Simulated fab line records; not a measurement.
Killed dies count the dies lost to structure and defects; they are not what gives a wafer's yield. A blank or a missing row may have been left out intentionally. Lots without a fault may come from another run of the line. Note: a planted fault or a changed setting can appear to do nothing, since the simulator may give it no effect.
Matching of chambers -- flow n5 finfet -- 4 sister chambers for N5_SDB_ETCH_17 on rie diel-05
The step etches SiARC in CF4, target depth 23.4 nm, time 39 s. 8 wafers are shown with their chamber, then 7 later ones without.

EACH WAFER AND ITS CHAMBER
wafer,chamber,drypump motor current A (A),throttle valve pct (%)
L076.5,0,5.8,15.82
L078.6,1,5.6,15.48
L080.4,2,6.6,15.98
L080.5,0,5.7,15.29
L081.3,2,6.5,16.00
L081.6,3,5.2,15.48
L082.1,3,5.2,15.48
L082.2,1,5.6,15.50

WAFERS MISSING THEIR CHAMBER
wafer,drypump motor current A (A),throttle valve pct (%)
L082.4,6.6,16.00
L087.3,5.2,15.49
L087.4,5.6,15.53
L087.5,6.5,16.02
L090.1,5.7,15.55
L090.3,5.8,15.34
L090.5,6.5,16.03

WHICH CHAMBER EACH ONE RAN IN
wafer,from the rows above,in truth
L082.4,2,2
L087.3,3,3
L087.4,1,1
L087.5,2,2
L090.1,can't be placed: 0 or 1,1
L090.3,0,0
L090.5,2,2
Placed correctly: 6 of 7. Not placeable from these rows: 1 (in 1, the candidates include the true chamber). Wrongly placed: 0.
How it was worked out, from the rows above alone: a wafer's distance from a chamber is the root of the sum, over the readings, of the square of ((its reading less the chamber's mean) divided by the reading's scatter). If the next closest chamber is less than 2 further off than the closest, the wafer can't be placed; otherwise it belongs to the closest. Each chamber's mean is taken over the wafers shown for it. The scatter: the root of (the sum of the squares of (reading less its chamber's mean) over the shown wafers, divided by (wafers less chambers)).
